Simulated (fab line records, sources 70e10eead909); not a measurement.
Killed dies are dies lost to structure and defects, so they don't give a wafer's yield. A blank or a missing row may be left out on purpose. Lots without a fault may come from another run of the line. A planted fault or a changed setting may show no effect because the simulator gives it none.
fab line records | flow nand_harc
record lots=24 wafers=72 last_day=33
route steps=1302 shown A_CONTACT@1000
lots that met no fault: from a run of the same line without faults
start_h: hours from the record's first day to the start of the lot's first wafer shown | wait_h: hours since the lot's step before | " the same as in the row above | L1.1+2: a row that stands for several wafers | - no value, or no start given | * or withheld: withheld | < > ~ a bound
route shown NAME@n: a module of which the file shows steps, and the number in the route of the first | usual: mean/standard deviation of fault-free wafers | same: alike in all rows | chamber/n: place in a boat | sites: the reading at each site | _std_site: their standard deviation | _edge_site: outer sites' mean less inner sites' | radius_mm: how far each site lies from the wafer's centre | mask NAME#n: copy n | behind: the tool/chamber that last shaped the wafer | hold: why the lot was held/for how many hours/how that ended | device: the transistor (n, p or np) that didn't switch | end of line: the same wafers' tests at the end of the route | a step without rows: its recipe alone | killed: dies lost to structure and defects at the first sort, not the wafer's yield | map: a wafer's dies, x killed, . not, _ none there
set.NAME: the setting as run; set.NAME@STEP: as run at that earlier step | model.NAME: the simulator's own value behind a step, which no gauge read
steps of the route over a sample of lots; a table a step, a row a wafer
services: from which hour (start_h, from the record's first day; less than 0 if before it) a tool's chamber was out of use, for how many hours, and why
## steps
# step NHARC_A_CONTACT_DESCUM_47
# recipe time_s=3 o2_flow_sccm=200 ar_flow_sccm=0 bias_power_w=0 chemistry=O2
# usual drypump_motor_current_A=5.9/0.33 oes_product_au=0.999/0.012 rf_vpp_V=57.7/0.91 showerhead_plenum_p_Torr=1.90/0.057 throttle_valve_pct=11.310/0.0083
# columns lot.wafer tool chamber start_h wait_h drypump_motor_current_A oes_product_au rf_hours_counter_h rf_vpp_V showerhead_plenum_p_Torr throttle_valve_pct
L074.1 rie_diel-10 2 488.14 0.1 5.7 0.994 14 57.1 1.88 11.311
L074.2 " 3 " " 6.2 1.001 19 57.3 1.87 11.310
L074.5 " 1 " " 5.1 1.002 - 58.7 1.93 11.321
L075.2 rie_diel-11 0 488.55 0.1 5.8 0.993 6 56.9 1.88 11.311
L075.1 " 1 " " 6.0 1.005 5 57.8 1.95 11.323
L075.6 " 3 " " 6.2 1.026 - 57.8 2.01 11.303
L077.1 rie_diel-10 2 506.85 0.1 5.7 0.995 20 55.6 1.88 11.299
L077.2 " 0 " " 5.7 0.986 25 57.6 1.86 11.323
L077.6 " 3 " " 6.3 0.991 - 59.7 1.87 11.295
L076.2 rie_diel-10 2 507.36 0.1 5.7 0.999 20 58.0 1.87 11.303
L076.1 " 3 " " 6.3 0.988 26 57.8 1.87 11.313
L076.3 " 0 " " 5.7 0.992 25 56.7 1.86 11.310
L078.3 rie_diel-10 1 522.21 0.1 5.0 0.994 32 56.8 1.93 11.316
L078.2 " 3 " " 6.3 0.996 31 57.0 1.87 11.309
L078.6 " 1 " " 5.0 0.998 - 56.4 1.93 11.300
L080.1 rie_diel-11 1 530.17 0.1 6.0 1.013 12 59.0 1.95 11.309
L080.2 " 3 " " 6.2 1.023 13 58.3 2.01 11.313
L080.3 " 0 " " 5.8 1.010 13 56.5 1.87 11.300
L081.2 rie_diel-11 2 553.90 0.1 5.4 1.000 13 57.4 1.95 11.326
L081.4 " 3 " " 6.2 1.018 17 59.0 2.01 11.305
L081.3 " 1 " " 6.0 0.995 16 58.1 1.94 11.312
L079.2 rie_diel-09 0 554.45 0.1 6.0 1.029 19 57.8 1.88 11.307
L079.4 " 2 " " 6.2 1.014 16 57.3 1.79 11.304
L079.5 " 0 " " 6.0 1.023 - 56.3 1.88 11.321
L082.2 rie_diel-11 2 572.85 0.1 5.4 0.998 15 59.9 1.95 11.309
L082.1 " 3 " " 6.2 1.013 19 58.9 2.01 11.305
L082.5 " 1 " " 6.0 0.993 - 58.9 1.94 11.318
L083.3 rie_diel-11 2 574.42 0.1 5.3 0.996 16 57.0 1.95 11.319
L083.4 " 3 " " 6.2 1.013 19 56.6 2.01 11.307
L083.6 " 2 " " 5.3 0.992 - 56.5 1.95 11.316
L084.4 rie_diel-09 1 598.08 0.1 6.2 0.996 28 56.3 1.85 11.302
L084.6 " 0 " " 6.0 1.018 - 58.7 1.87 11.317
L084.5 " 1 " " 6.2 0.994 - 59.7 1.85 11.306
L085.2 rie_diel-11 3 608.82 0.1 6.2 1.011 24 58.9 2.00 11.303
L085.6 " 3 " " 6.2 1.014 - 58.2 2.00 11.307
L085.5 " 0 " " 5.8 0.982 - 57.7 1.87 11.299
L087.1 rie_diel-09 1 608.98 0.1 6.3 1.000 34 57.6 1.85 11.299
L087.4 " 0 " " 6.0 1.010 42 57.9 1.87 11.292
L087.6 " 1 " " 6.2 0.986 - 58.9 1.85 11.306
L086.3 rie_diel-09 0 618.77 0.1 6.0 1.015 44 57.3 1.87 11.305
L086.4 " 2 " " 6.2 1.020 38 56.5 1.78 11.306
L086.5 " 0 " " 6.0 1.008 - 59.0 1.87 11.301
L089.2 rie_diel-11 0 635.51 0.1 5.7 1.015 3 57.7 1.87 11.324
L089.6 " 0 " " 5.8 1.004 - 58.4 1.87 11.308
L089.5 " 1 " " 6.0 0.987 - 57.9 1.94 11.286
L088.3 rie_diel-09 0 635.87 0.1 6.0 1.023 51 57.2 1.87 11.310
L088.6 " 0 " " 6.0 1.012 - 57.8 1.86 11.309
L088.5 " 1 " " 6.2 1.007 - 59.3 1.85 11.316
L091.4 rie_diel-11 0 651.12 0.1 5.8 1.006 4 57.9 1.87 11.315
L091.3 " 2 " " 5.4 0.998 7 59.5 1.95 11.319
L091.1 " 3 " " 6.3 0.994 6 58.4 2.00 11.320
L090.4 rie_diel-09 2 651.40 0.1 6.2 1.010 42 57.8 1.78 11.303
L090.2 " 3 " " 5.8 0.976 55 56.5 1.89 11.305
L090.1 " 0 " " 6.0 1.016 60 57.2 1.86 11.319
L092.4 rie_diel-11 3 662.21 0.1 6.2 0.996 8 58.8 2.00 11.301
L092.1 " 2 " " 5.4 1.008 9 59.5 1.95 11.311
L092.5 " 3 " " 6.2 0.992 - 58.5 2.00 11.319
L093.2 rie_diel-11 0 668.47 0.1 5.8 1.012 9 57.0 1.87 11.307
L093.1 " 1 " " 6.0 0.987 9 57.8 1.94 11.312
L093.4 " 2 " " 5.4 0.999 11 57.7 1.95 11.306
L095.1 rie_diel-09 1 692.12 0.1 6.2 0.992 2 57.1 1.84 11.307
L095.2 " 0 " " 6.0 1.021 4 57.5 1.86 11.303
L095.4 " 1 " " 6.2 0.996 - 57.0 1.84 11.300
L094.3 rie_diel-09 0 692.30 0.1 6.0 1.013 4 56.5 1.86 11.302
L094.4 " 3 " " 5.9 0.979 - 58.0 1.88 11.317
L094.6 " 0 " " 6.1 1.012 - 57.3 1.86 11.304
L097.3 rie_diel-11 3 698.77 0.1 6.2 1.000 14 58.2 2.00 11.312
L097.2 " 0 " " 5.8 0.992 14 57.1 1.86 11.318
L097.4 " 1 " " 6.0 0.997 14 58.4 1.94 11.311
L096.2 rie_diel-11 2 709.79 0.1 5.4 0.981 19 58.1 1.94 11.299
L096.3 " 0 " " 5.8 0.994 17 56.9 1.86 11.300
L096.6 " 1 " " 6.0 0.986 - 58.2 1.94 11.308
# step NHARC_A_CONTACT_ETCH_51
# recipe target_depth_a=70000 over_etch_frac=0.3 time_s=1820 ion_energy_ev=150 o2_flow_sccm=400 cos_flow_sccm=20 ar_flow_sccm=0 rf_w=500 bias_w=300 chemistry=O2/COS
# usual bias_w=300.2/0.87 cos_flow_sccm=19.99/0.054 drypump_motor_current_A=5.9/0.32 oes_product_au=1.000/0.012 rf_vpp_V=313.9/1.6 showerhead_plenum_p_Torr=3.10/0.092 throttle_valve_pct=28.332/0.01
# columns lot.wafer tool chamber start_h wait_h bias_w cos_flow_sccm drypump_motor_current_A oes_product_au rf_hours_counter_h rf_vpp_V showerhead_plenum_p_Torr throttle_valve_pct
L074.1 rie_diel-10 0 - - 301.3 19.96 5.8 1.002 20 313.4 3.04 28.325
L074.2 " 1 " " 300.5 19.98 5.1 1.008 22 314.5 3.15 28.329
L074.5 " 0 " " 300.8 19.94 5.8 1.002 - 312.7 3.04 28.323
L075.2 rie_diel-11 0 - - 298.8 19.90 5.8 0.993 6 313.6 3.06 28.330
L075.1 " 2 " " 300.9 20.08 5.4 0.999 5 314.2 3.19 28.346
L075.6 " 0 " " 299.8 19.97 5.7 0.995 - 312.7 3.06 28.336
L077.2 rie_diel-10 1 - - 301.2 19.93 5.0 0.996 28 314.6 3.15 28.325
L077.1 " 3 " " 301.0 20.09 6.2 0.987 26 312.3 3.05 28.329
L077.6 " 1 " " 300.6 19.96 5.0 1.008 - 313.0 3.15 28.318
L076.2 rie_diel-10 3 - - 298.4 19.95 6.3 0.986 27 314.1 3.05 28.343
L076.3 " 0 " " 300.6 19.96 5.8 0.985 27 314.1 3.03 28.341
L076.1 " 1 " " 300.4 20.07 5.0 0.988 29 316.2 3.15 28.325
L078.2 rie_diel-10 3 - - 299.7 20.08 6.2 0.992 32 312.8 3.05 28.324
L078.3 " 0 " " 300.6 20.00 5.7 0.983 31 314.3 3.03 28.338
L078.6 " 0 " " 301.8 20.02 5.7 0.981 - 314.1 3.03 28.338
L080.2 rie_diel-11 2 - - 300.8 20.04 5.4 1.015 9 316.6 3.19 28.336
L080.1 " 0 " " 301.3 19.98 5.8 0.994 14 312.1 3.06 28.329
L080.3 " 1 " " 299.8 20.00 6.0 1.020 13 314.7 3.17 28.314
L081.3 rie_diel-11 0 - - 301.3 20.03 5.8 0.985 17 312.9 3.06 28.340
L081.4 " 2 " " 300.1 19.95 5.4 1.001 13 316.0 3.19 28.320
L081.2 " 3 " " 300.2 19.95 6.2 1.013 17 315.9 3.26 28.336
L079.4 rie_diel-09 2 - - 299.1 19.96 6.2 1.017 17 311.2 2.93 28.319
L079.2 " 0 " " 302.1 19.93 6.0 1.038 20 314.2 3.06 28.304
L079.5 " 1 " " 301.8 19.99 6.2 0.990 - 313.7 3.03 28.333
L082.1 rie_diel-11 2 - - 300.0 20.02 5.3 0.997 16 315.3 3.18 28.344
L082.2 " 3 " " 299.3 20.08 6.3 1.015 19 315.1 3.26 28.338
L082.5 " 0 " " 299.9 20.01 5.8 1.000 - 313.3 3.06 28.337
L083.3 rie_diel-11 1 - - 299.8 20.03 5.9 0.999 22 313.6 3.17 28.337
L083.4 " 3 " " 298.3 19.93 6.2 1.022 20 316.4 3.26 28.337
L083.6 " 2 " " 301.1 19.90 5.3 0.990 - 314.8 3.18 28.310
L084.4 rie_diel-09 1 - - 301.9 20.02 6.2 0.993 28 313.9 3.03 28.343
L084.6 " 2 " " 299.6 19.96 6.1 1.007 - 312.0 2.92 28.318
L084.5 " 3 " " 300.7 20.00 5.8 0.986 - 313.3 3.09 28.331
L085.2 rie_diel-11 2 - - 301.4 19.96 5.3 0.998 24 316.0 3.18 28.338
L085.5 " 1 " " 299.1 20.00 6.0 0.989 - 314.8 3.16 28.337
L085.6 " 2 " " 300.2 19.93 5.4 0.997 - 313.9 3.18 28.356
L087.4 rie_diel-09 1 - - 301.1 19.98 6.3 1.004 34 314.1 3.02 28.331
L087.1 " 0 " " 300.0 19.93 6.0 1.023 43 314.2 3.05 28.334
L087.6 " 1 " " 300.7 20.00 6.3 1.002 - 311.9 3.02 28.341
L086.3 rie_diel-09 2 - - 299.5 20.03 6.1 1.014 39 310.9 2.91 28.308
L086.4 " 0 " " 300.4 19.98 6.1 1.023 45 313.4 3.05 28.336
L086.5 " 2 " " 301.0 19.97 6.1 1.021 - 310.3 2.92 28.351
L089.2 rie_diel-11 1 - - 300.6 20.06 6.0 0.987 3 313.5 3.16 28.340
L089.6 " 2 " " 299.9 20.04 5.4 0.998 - 316.5 3.18 28.338
L089.5 " 3 " " 298.6 19.88 6.3 0.991 - 317.9 3.26 28.341
L088.3 rie_diel-09 1 - - 300.5 20.03 6.2 0.994 44 313.0 3.02 28.332
L088.5 " 1 " " 300.7 19.98 6.2 0.997 - 312.3 3.02 28.330
L088.6 " 0 " " 300.3 19.99 6.1 1.013 - 312.5 3.05 28.324
L091.1 rie_diel-11 3 - - 300.2 19.93 6.3 1.012 6 315.8 3.26 28.317
L091.3 " 1 " " 301.8 20.05 6.0 0.985 5 315.4 3.16 28.331
L091.4 " 2 " " 299.1 19.95 5.4 1.002 7 315.3 3.18 28.313
L090.2 rie_diel-09 1 - - 299.6 19.89 6.2 0.986 52 312.8 3.01 28.337
L090.1 " 2 " " 298.8 20.02 6.1 1.015 43 312.1 2.91 28.338
L090.4 " 3 " " 301.7 20.04 5.8 0.975 56 314.3 3.08 28.325
L092.1 rie_diel-11 2 - - 299.9 19.97 5.4 0.995 9 316.3 3.17 28.335
L092.4 " 1 " " 300.9 20.07 6.0 0.981 8 315.6 3.16 28.339
L092.5 " 2 " " 300.5 20.07 5.4 0.986 - 314.2 3.17 28.319
L093.1 rie_diel-11 3 - - 300.4 20.03 6.2 0.990 11 315.7 3.25 28.324
L093.4 " 0 " " 299.8 20.00 5.8 0.994 9 312.8 3.05 28.321
L093.2 " 2 " " 300.1 20.17 5.4 0.979 12 313.8 3.17 28.332
L095.1 rie_diel-09 3 - - 300.6 20.03 5.8 0.986 5 313.4 3.08 28.340
L095.2 " 0 " " 300.4 20.01 6.0 1.025 5 313.6 3.04 28.334
L095.4 " 3 " " 299.9 20.06 5.9 0.992 - 313.4 3.08 28.342
L094.3 rie_diel-09 1 - - 300.3 20.12 6.2 0.982 4 312.8 3.01 28.339
L094.6 " 1 " " 301.5 20.04 6.2 0.984 - 312.5 3.01 28.334
L094.4 " 0 " " 301.2 20.02 6.0 1.009 - 310.7 3.04 28.338
L097.2 rie_diel-11 3 - - 301.1 20.03 6.2 1.007 14 317.4 3.25 28.340
L097.3 " 0 " " 300.1 20.08 5.8 0.996 15 313.5 3.05 28.341
L097.4 " 2 " " 300.9 20.02 5.4 0.995 17 313.9 3.17 28.316
L096.2 rie_diel-11 3 - - 300.2 19.96 6.2 1.002 18 316.0 3.25 28.338
L096.3 " 0 " " 299.2 19.99 5.8 1.006 17 311.7 3.05 28.356
L096.6 " 2 " " 300.5 19.96 5.4 0.989 - 314.9 3.17 28.327
# step NHARC_A_CONTACT_ETCH_123
# recipe source_w=withheld pressure_mtorr=20 bias_v=400 time_s=490 target_depth_a=21100 ar_flow_sccm=withheld c4f8_flow_sccm=11.5 o2_flow_sccm=7.2 chemistry=C4F8/O2/Ar
# columns lot.wafer tool chamber start_h wait_h rf_hours_counter_h
L074.1 har_cap_etch-02 0 492.04 0.1 83
L074.2 " 1 " " 83
L074.5 " 0 " " -
L075.2 har_cap_etch-01 1 492.45 0.1 120
L075.1 " 0 " " 120
L075.6 " 1 " " -
L077.2 har_cap_etch-03 0 510.80 0.1 42
L077.1 " 1 " " 42
L077.6 " 1 " " -
L076.1 har_cap_etch-02 1 512.12 0.1 88
L076.2 " 0 " " 88
L076.3 " 0 " " -
L078.2 har_cap_etch-01 0 526.26 0.2 3
L078.3 " 0 " " -
L078.6 " 0 " " -
L080.2 har_cap_etch-01 1 534.09 0.1 6
L080.1 " 0 " " 6
L080.3 " 1 " " -
L081.2 har_cap_etch-02 1 557.89 0.2 97
L081.3 " 0 " " -
L081.4 " 1 " " -
L079.2 har_cap_etch-01 1 558.43 0.2 10
L079.4 " 1 " " -
L079.5 " 0 " " -
L082.1 har_cap_etch-01 1 576.74 0.1 12
L082.2 " 0 " " 12
L082.5 " 1 " " -
L083.3 har_cap_etch-03 0 578.76 0.3 -
L083.4 " 1 " " -
L083.6 " 1 " " -
L084.4 har_cap_etch-01 0 602.22 0.3 -
L084.6 " 1 " " -
L084.5 " 0 " " -
L085.2 har_cap_etch-02 0 612.73 0.1 105
L085.5 " 0 " " -
L085.6 " 1 " " -
L087.1 har_cap_etch-01 1 613.38 0.2 20
L087.4 " 0 " " -
L087.6 " 0 " " -
L086.4 har_cap_etch-02 0 622.90 0.3 -
L086.3 " 1 " " -
L086.5 " 0 " " -
L089.2 har_cap_etch-01 1 639.59 0.2 25
L089.6 " 0 " " -
L089.5 " 1 " " -
L088.3 har_cap_etch-02 1 640.62 0.3 -
L088.5 " 0 " " -
L088.6 " 1 " " -
L091.1 har_cap_etch-03 0 655.13 0.2 66
L091.4 " 1 " " -
L091.3 " 0 " " -
L090.1 har_cap_etch-01 0 655.30 0.1 29
L090.2 " 1 " " 29
L090.4 " 1 " " -
L092.1 har_cap_etch-02 0 666.21 0.2 117
L092.4 " 1 " " -
L092.5 " 0 " " -
L093.2 har_cap_etch-01 0 672.38 0.1 33
L093.1 " 1 " " 33
L093.4 " 0 " " -
L095.2 har_cap_etch-02 1 696.63 0.1 123
L095.1 " 0 " " 123
L095.4 " 0 " " -
L094.3 har_cap_etch-03 0 697.94 0.3 -
L094.4 " 1 " " -
L094.6 " 0 " " -
L097.2 har_cap_etch-01 0 702.68 0.1 38
L097.3 " 0 " " -
L097.4 " 1 " " -
L096.2 har_cap_etch-01 0 713.75 0.2 40
L096.3 " 0 " " -
L096.6 " 0 " " -
# step NHARC_A_CONTACT_ETCH_77
# recipe target_depth_a=1089 time_s=54.5 cf4_flow_sccm=100 chf3_flow_sccm=30 ar_flow_sccm=0 rf_w=500 bias_w=200 chemistry=CF4/CHF3
# usual bias_w=200.1/0.59 drypump_motor_current_A=5.8/0.34 oes_product_au=0.943/0.023 rf_vpp_V=370.5/1.8 showerhead_plenum_p_Torr=1.57/0.045 throttle_valve_pct=16.802/0.0091
# columns lot.wafer tool chamber start_h wait_h bias_w drypump_motor_current_A oes_product_au rf_hours_counter_h rf_vpp_V showerhead_plenum_p_Torr throttle_valve_pct
L074.2 rie_diel-11 3 - - 199.7 6.2 0.949 9 372.8 1.65 16.803
L074.1 " 0 " " 199.8 5.8 0.915 9 369.7 1.54 16.805
L074.5 " 1 " " 200.1 6.0 0.929 - 372.1 1.60 16.801
L075.2 rie_diel-10 0 - - 199.6 5.7 0.908 24 369.5 1.53 16.813
L075.1 " 1 " " 200.1 5.0 0.921 26 370.6 1.59 16.796
L075.6 " 3 " " 200.0 6.2 0.923 - 367.8 1.54 16.824
L077.1 rie_diel-11 1 - - 200.4 6.0 0.958 10 372.4 1.60 16.793
L077.2 " 3 " " 199.7 6.2 0.996 12 372.2 1.65 16.800
L077.6 " 1 " " 199.2 6.0 0.966 - 370.7 1.60 16.797
L076.1 rie_diel-09 3 - - 200.0 5.8 0.938 6 370.2 1.57 16.803
L076.3 " 0 " " 200.9 6.1 0.991 6 370.4 1.55 16.813
L076.2 " 2 " " 200.4 6.2 0.976 6 368.3 1.48 16.792
L078.3 rie_diel-11 3 - - 200.4 6.3 0.929 15 375.0 1.65 16.784
L078.2 " 1 " " 199.4 6.0 0.931 13 371.5 1.60 16.810
L078.6 " 0 " " 199.7 5.8 0.919 - 368.8 1.54 16.798
L080.3 rie_diel-11 0 - - 200.6 5.8 0.917 15 369.4 1.54 16.791
L080.2 " 1 " " 200.3 6.0 0.933 14 371.9 1.60 16.795
L080.1 " 2 " " 200.0 5.3 0.943 11 371.5 1.61 16.807
L081.2 rie_diel-10 1 - - 199.5 5.0 0.952 44 371.7 1.58 16.809
L081.4 " 2 " " 199.5 5.7 0.954 38 369.2 1.54 16.797
L081.3 " 3 " " 200.7 6.2 0.974 43 368.9 1.53 16.810
L079.2 rie_diel-11 3 - - 200.7 6.2 0.957 18 374.4 1.64 16.793
L079.4 " 1 " " 199.5 6.0 0.946 18 371.3 1.60 16.795
L079.5 " 2 " " 200.6 5.4 0.955 - 371.2 1.61 16.804
L082.2 rie_diel-11 1 - - 200.2 6.0 0.916 24 370.8 1.60 16.795
L082.1 " 3 " " 200.1 6.2 0.940 22 373.2 1.64 16.794
L082.5 " 1 " " 200.2 6.0 0.919 - 371.2 1.60 16.802
L083.3 rie_diel-11 0 - - 199.4 5.8 0.928 22 368.6 1.54 16.805
L083.4 " 1 " " 199.9 6.0 0.973 25 370.6 1.60 16.792
L083.6 " 0 " " 199.6 5.8 0.924 - 369.4 1.54 16.796
L084.4 rie_diel-10 0 - - 200.6 5.8 0.943 0 368.6 1.52 16.802
L084.5 " 3 " " 200.0 6.2 0.967 - 368.5 1.53 16.813
L084.6 " 0 " " 200.2 5.8 0.949 - 368.3 1.52 16.823
L085.2 rie_diel-11 0 - - 199.9 5.8 0.983 0 371.2 1.54 16.795
L085.6 " 1 " " 200.1 6.0 0.960 - 372.2 1.59 16.799
L085.5 " 2 " " 200.1 5.4 0.953 - 370.6 1.60 16.804
L087.1 rie_diel-09 1 - - 200.2 6.2 0.923 38 367.4 1.52 16.811
L087.6 " 3 " " 199.8 5.8 0.914 - 369.8 1.56 16.800
L087.4 " 1 " " 200.3 6.2 0.932 - 367.5 1.52 16.811
L086.3 rie_diel-11 3 - - 200.1 6.2 0.977 1 374.0 1.64 16.790
L086.4 " 0 " " 200.7 5.8 0.968 1 370.4 1.54 16.798
L086.5 " 3 " " 200.0 6.2 0.981 - 372.7 1.64 16.796
L089.2 rie_diel-11 2 - - 200.7 5.3 0.925 6 370.5 1.60 16.807
L089.5 " 2 " " 199.7 5.3 0.925 - 371.0 1.60 16.794
L089.6 " 3 " " 200.8 6.2 0.925 - 373.4 1.64 16.793
L088.3 rie_diel-10 1 - - 198.6 5.0 0.943 12 370.2 1.58 16.823
L088.6 " 1 " " 199.2 5.0 0.943 - 369.4 1.58 16.803
L088.5 " 2 " " 198.5 5.8 0.926 - 369.8 1.53 16.805
L091.1 rie_diel-09 2 - - 200.3 6.1 0.939 45 365.4 1.47 16.798
L091.3 " 0 " " 199.8 6.1 0.948 63 368.2 1.53 16.808
L091.4 " 1 " " 200.8 6.3 0.927 54 369.1 1.52 16.785
L090.4 rie_diel-11 1 - - 200.1 6.0 0.950 8 371.8 1.59 16.794
L090.2 " 2 " " 200.4 5.4 0.962 10 372.1 1.60 16.796
L090.1 " 3 " " 200.5 6.3 0.975 10 372.6 1.64 16.799
L092.1 rie_diel-09 3 - - 199.4 5.8 0.895 60 369.4 1.55 16.798
L092.4 " 0 " " 200.1 6.1 0.944 - 369.3 1.53 16.794
L092.5 " 1 " " 199.9 6.2 0.916 - 369.1 1.52 16.793
L093.2 rie_diel-11 0 - - 200.3 5.8 0.967 11 368.4 1.54 16.793
L093.1 " 1 " " 199.9 5.9 0.952 11 372.3 1.59 16.809
L093.4 " 0 " " 201.0 5.8 0.956 - 372.2 1.54 16.805
L095.4 rie_diel-11 2 - - 201.0 5.4 0.921 17 371.0 1.60 16.805
L095.2 " 3 " " 199.5 6.2 0.929 15 374.2 1.64 16.807
L095.1 " 1 " " 199.7 6.0 0.914 15 370.8 1.59 16.812
L094.4 rie_diel-11 0 - - 199.4 5.8 0.978 16 369.7 1.54 16.804
L094.3 " 1 " " 199.8 6.0 0.974 16 372.2 1.59 16.816
L094.6 " 3 " " 199.8 6.2 0.973 - 372.8 1.64 16.798
L097.2 rie_diel-09 2 - - 200.1 6.1 0.934 6 367.5 1.47 16.786
L097.3 " 0 " " 199.4 6.0 0.941 12 370.1 1.53 16.803
L097.4 " 2 " " 200.0 6.1 0.930 - 366.5 1.47 16.811
L096.2 rie_diel-10 2 - - 198.4 5.8 0.904 39 369.0 1.53 16.805
L096.3 " 3 " " 200.6 6.2 0.917 37 369.7 1.52 16.801
L096.6 " 1 " " 200.8 5.0 0.911 - 371.0 1.57 16.801
# step NHARC_A_CONTACT_ETCH_124
# recipe source_w=withheld pressure_mtorr=20 bias_v=withheld time_s=140 target_depth_a=7000 ar_flow_sccm=withheld c4f8_flow_sccm=withheld o2_flow_sccm=withheld chemistry=C4F8/O2/Ar
# columns lot.wafer tool chamber start_h wait_h rf_hours_counter_h
L074.2 har_cap_etch-03 0 504.43 - 39
L074.1 " 1 " " 39
L074.5 " 0 " " -
L075.1 har_cap_etch-02 1 504.77 - 85
L075.2 " 0 " " 85
L075.6 " 1 " " -
L077.2 har_cap_etch-02 0 519.77 - 90
L077.1 " 1 " " 90
L077.6 " 0 " " -
L076.1 har_cap_etch-03 0 521.18 - 45
L076.2 " 1 " " 45
L076.3 " 1 " " -
L078.2 har_cap_etch-02 0 534.20 - 93
L078.3 " 1 " " -
L078.6 " 0 " " -
L080.1 har_cap_etch-01 0 541.79 - 6
L080.2 " 1 " " 6
L080.3 " 1 " " -
L081.2 har_cap_etch-03 1 565.50 - 51
L081.4 " 1 " " -
L081.3 " 0 " " -
L079.2 har_cap_etch-02 1 567.95 - 97
L079.4 " 0 " " -
L079.5 " 0 " " -
L082.1 har_cap_etch-02 1 584.92 - 100
L082.2 " 0 " " 100
L082.5 " 0 " " -
L083.3 har_cap_etch-01 0 587.52 - -
L083.4 " 1 " " -
L083.6 " 1 " " -
L084.4 har_cap_etch-03 0 609.79 - -
L084.5 " 1 " " -
L084.6 " 0 " " -
L085.2 har_cap_etch-01 0 622.68 - 20
L085.6 " 1 " " -
L085.5 " 0 " " -
L087.1 har_cap_etch-03 0 625.69 - 60
L087.4 " 1 " " -
L087.6 " 1 " " -
L086.4 har_cap_etch-02 1 633.48 - -
L086.3 " 0 " " -
L086.5 " 0 " " -
L089.2 har_cap_etch-01 0 647.75 - 25
L089.6 " 1 " " -
L089.5 " 0 " " -
L088.3 har_cap_etch-02 0 648.99 - -
L088.5 " 1 " " -
L088.6 " 0 " " -
L091.1 har_cap_etch-01 1 662.79 - 29
L091.4 " 1 " " -
L091.3 " 0 " " -
L090.1 har_cap_etch-03 1 665.70 - 68
L090.2 " 0 " " 68
L090.4 " 1 " " -
L092.1 har_cap_etch-03 1 676.36 - 70
L092.4 " 1 " " -
L092.5 " 0 " " -
L093.1 har_cap_etch-02 1 681.96 - 119
L093.2 " 0 " " 119
L093.4 " 1 " " -
L095.2 har_cap_etch-02 0 704.47 - 123
L095.1 " 1 " " 123
L095.4 " 1 " " -
L094.3 har_cap_etch-03 1 705.83 - -
L094.4 " 0 " " -
L094.6 " 1 " " -
L097.2 har_cap_etch-03 0 714.03 - 77
L097.3 " 0 " " -
L097.4 " 1 " " -
L096.2 har_cap_etch-02 1 721.57 - 126
L096.3 " 1 " " -
L096.6 " 1 " " -
# step NHARC_A_CONTACT_ETCH_125
# recipe source_w=withheld pressure_mtorr=20 bias_v=3000 time_s=197 target_depth_a=19180 ar_flow_sccm=withheld c4f8_flow_sccm=withheld o2_flow_sccm=withheld chemistry=C4F8/O2/Ar
# columns lot.wafer tool chamber start_h wait_h rf_hours_counter_h
L074.2 har_cap_etch-03 0 504.63 0.2 39
L074.1 " 1 " " 39
L074.5 " 0 " " -
L075.1 har_cap_etch-02 1 504.98 0.2 85
L075.2 " 0 " " 85
L075.6 " 1 " " -
L077.2 har_cap_etch-02 0 519.97 0.2 90
L077.1 " 1 " " 90
L077.6 " 0 " " -
L076.1 har_cap_etch-03 0 521.45 0.2 45
L076.2 " 1 " " 45
L076.3 " 1 " " -
L078.2 har_cap_etch-02 0 534.40 0.2 93
L078.3 " 1 " " -
L078.6 " 0 " " -
L080.1 har_cap_etch-01 0 541.99 0.2 6
L080.2 " 1 " " 6
L080.3 " 1 " " -
L081.2 har_cap_etch-03 1 565.71 0.2 51
L081.4 " 1 " " -
L081.3 " 0 " " -
L079.2 har_cap_etch-02 1 568.15 0.2 97
L079.4 " 0 " " -
L079.5 " 0 " " -
L082.1 har_cap_etch-02 1 585.20 0.2 101
L082.2 " 0 " " 101
L082.5 " 0 " " -
L083.3 har_cap_etch-01 0 587.71 0.2 -
L083.4 " 1 " " -
L083.6 " 1 " " -
L084.4 har_cap_etch-03 0 609.97 0.2 -
L084.5 " 1 " " -
L084.6 " 0 " " -
L085.2 har_cap_etch-01 0 622.94 0.2 20
L085.6 " 1 " " -
L085.5 " 0 " " -
L087.1 har_cap_etch-03 0 625.89 0.2 60
L087.4 " 1 " " -
L087.6 " 1 " " -
L086.4 har_cap_etch-02 1 633.67 0.2 -
L086.3 " 0 " " -
L086.5 " 0 " " -
L089.2 har_cap_etch-01 0 647.95 0.2 26
L089.6 " 1 " " -
L089.5 " 0 " " -
L088.3 har_cap_etch-02 0 649.18 0.2 -
L088.5 " 1 " " -
L088.6 " 0 " " -
L091.1 har_cap_etch-01 1 662.99 0.2 30
L091.4 " 1 " " -
L091.3 " 0 " " -
L090.1 har_cap_etch-03 1 665.90 0.2 68
L090.2 " 0 " " 68
L090.4 " 1 " " -
L092.1 har_cap_etch-03 1 676.55 0.2 70
L092.4 " 1 " " -
L092.5 " 0 " " -
L093.1 har_cap_etch-02 1 682.16 0.2 119
L093.2 " 0 " " 119
L093.4 " 1 " " -
L095.2 har_cap_etch-02 0 704.74 0.2 123
L095.1 " 1 " " 123
L095.4 " 1 " " -
L094.3 har_cap_etch-03 1 706.02 0.2 -
L094.4 " 0 " " -
L094.6 " 1 " " -
L097.2 har_cap_etch-03 0 714.23 0.2 77
L097.3 " 0 " " -
L097.4 " 1 " " -
L096.2 har_cap_etch-02 1 721.77 0.2 126
L096.3 " 1 " " -
L096.6 " 1 " " -
## services
# columns tool chamber start_h hours kind
har_cap_etch-01 - 465.97 0.8 repair
rie_diel-11 0 466.16 - clean
rie_diel-11 1 466.16 - clean
rie_diel-11 2 466.16 - clean
rie_diel-11 2 496.57 14.7 repair
har_cap_etch-01 - 497.00 17.0 pm
rie_diel-09 - 498.74 9.0 pm
har_cap_etch-02 - 549.52 0.3 repair
rie_diel-10 0 550.22 6.0 repair
rie_diel-10 - 557.67 0.4 repair
rie_diel-09 0 562.55 2.1 repair
rie_diel-11 3 588.91 4.8 repair
har_cap_etch-02 - 591.24 2.4 repair
rie_diel-10 - 597.58 9.0 pm
rie_diel-11 - 610.20 9.0 pm
rie_diel-09 2 621.33 18.6 repair
rie_diel-11 3 624.81 5.4 repair
rie_diel-09 2 667.18 14.5 repair
rie_diel-10 0 667.40 3.6 repair
rie_diel-09 - 675.97 9.0 pm
rie_diel-11 3 677.12 8.5 repair
rie_diel-10 0 687.19 22.5 repair
rie_diel-09 2 690.94 9.2 repair
rie_diel-09 1 706.54 6.6 repair
## key
fault none
